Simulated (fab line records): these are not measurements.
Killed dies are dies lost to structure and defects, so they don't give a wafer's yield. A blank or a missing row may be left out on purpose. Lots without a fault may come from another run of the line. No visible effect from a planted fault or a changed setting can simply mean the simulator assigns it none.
A lot that was struck, set against a sound lot -- flow n5-finfet -- 16 out of 1938 route steps
Sound: these wafers, L914.2, L914.3, L914.4. Wafers L929.2, L929.3, L929.6 were the ones struck. The cause is named last.
For every step that has rows: the tool of each side, followed by ch and its chambers, followed by its first start. Under that, the readings that differ: sound wafers -- struck wafers -- difference of the means -- sigmas: that difference in standard deviations of wafers without a fault.
alike: a reading whose means differ by less than 2 such deviations, as well as words and numbers matching on both sides. not compared: withheld readings; readings where some wafer has no value; bounds like >300 that might hide an equal value; numbers whose values overlap and for which the record gives no deviation.
A row with sigmas, a row that says differs or no value, or rows on one side alone: a step with any of these is where the two part. When numbers do not overlap yet have no deviation, they are printed without sigmas and do not part them. A reading missing from all wafers of one side parts the sides only when that side holds two or more wafers.

first, 3 steps without rows for these wafers: N5_DUMMY_REMOVAL_PRECLEAN_04 (cleans in DHF, time 37 s); N5_DUMMY_REMOVAL_SRD_05 (time 30 s); N5_HKMG_FIN_IL_REGROW_00 (material SiO2, chemistry O3, target thk 0.75 nm, time 30 s).
N5_HKMG_FIN_HK_ALD_01: deposits HfO2, target thk 1.6 nm, pulse time 3 s, purge time 3 s.
  sound on ald-hk-02 ch 0,1,2, day 5 18:41; struck on ald-hk-02 ch 0,3, day 9 10:06
  alike: precursor-pulse-height-rel
N5_HKMG_FIN_HK_ANNEAL_02: time 30 s.
  sound on rtp-anneal-02 ch 0, day 5 18:55; struck on rtp-anneal-01 ch 0, day 9 10:19
  alike: lamp-power-pct, wafer_temp_C_max
N5_HKMG_FIN_ALD_74: deposits La2O3, target thk 0.5 nm, pulse time 6 s, co reactant pulse time 1 s.
  sound on ald-hk-01 ch 1,2,3, day 5 19:07; struck on ald-hk-03 ch 1,3, day 9 10:30
  alike: heater-power-w, precursor-pulse-height-rel
N5_HKMG_FIN_ALD_75: deposits Al2O3, target thk 1 nm, co reactant pulse time 1 s.
  sound on ald-hk-01 ch 1,2,3, day 5 19:11; struck on ald-hk-03 ch 1,3, day 9 10:35
  alike: heater-power-w, precursor-pulse-height-rel
then, 5 steps without rows for these wafers: N5_HKMG_FIN_COAT_41 (time 60 s, resist thk 300 nm); N5_HKMG_FIN_COAT_42 (time 60 s, resist thk 35 nm); N5_HKMG_FIN_COAT_43 (resist thk 90 nm); N5_HKMG_FIN_EBR_45; N5_HKMG_FIN_SOFTBAKE_44 (time 60 s).
N5_HKMG_FIN_EXPOSE_46: exposes mask NDIPOLE.
  sound on arfi-scanner-03 ch 0, day 5 19:32; struck on arfi-scanner-03 ch 0, day 9 10:55
reading,sound,struck,difference,sigmas
model.HKMG_FIN.overlay-x-nm (nm),0.4 0.4 0.4,0.6 0.6 0.6,+0.2,
  alike: mask
then, 1 step without rows for these wafers: N5_HKMG_FIN_PEB_47 (peb time 60 s).
-- here the record skips 4 days between the struck wafers' starts before and after, leaving off in module HKMG_FIN and picking up in module BEOL_M4 (first step shown: number 1111 of the route) --
N5_BEOL_M4_RC_MEAS_101:
  sound on prober-02 ch 0, day 9 15:26; struck on prober-02 ch 0, day 13 08:44
  alike: DIBL_N, DIBL_P, IOFF_N, IOFF_P, ION_N, ION_P, SS_N, SS_P, VT_N, VT_P
-- record jumps: 5 days separate the struck wafers' starts on either side; left off in module BEOL_M4, taken up again in module PASSIVATION, whose first shown step is the route's number 1936 --
N5_PASSIVATION_PROBE_49:
  sound on prober-02 at day 13 13:59; struck on prober-02 at day 17 20:51
reading,sound,struck,difference,sigmas
killed_at_M0_to_M3,36 33 32,51 71 56,+26,+2
  alike: defect-limited-yield, killed_at_M4_up, killed-at-contacts, killed-at-front-end, killed-at-other, killed-dies, killed-on-rim, killed-open, killed-short, sort_bin_4_leakage, sort_bin_5_function, sort_bin_6_memory, sort-n-pass, sort-yield-pct

## WHERE THEY PART
N5_PASSIVATION_PROBE_49 only, going by this record.

WHY: what had been put in by the simulator
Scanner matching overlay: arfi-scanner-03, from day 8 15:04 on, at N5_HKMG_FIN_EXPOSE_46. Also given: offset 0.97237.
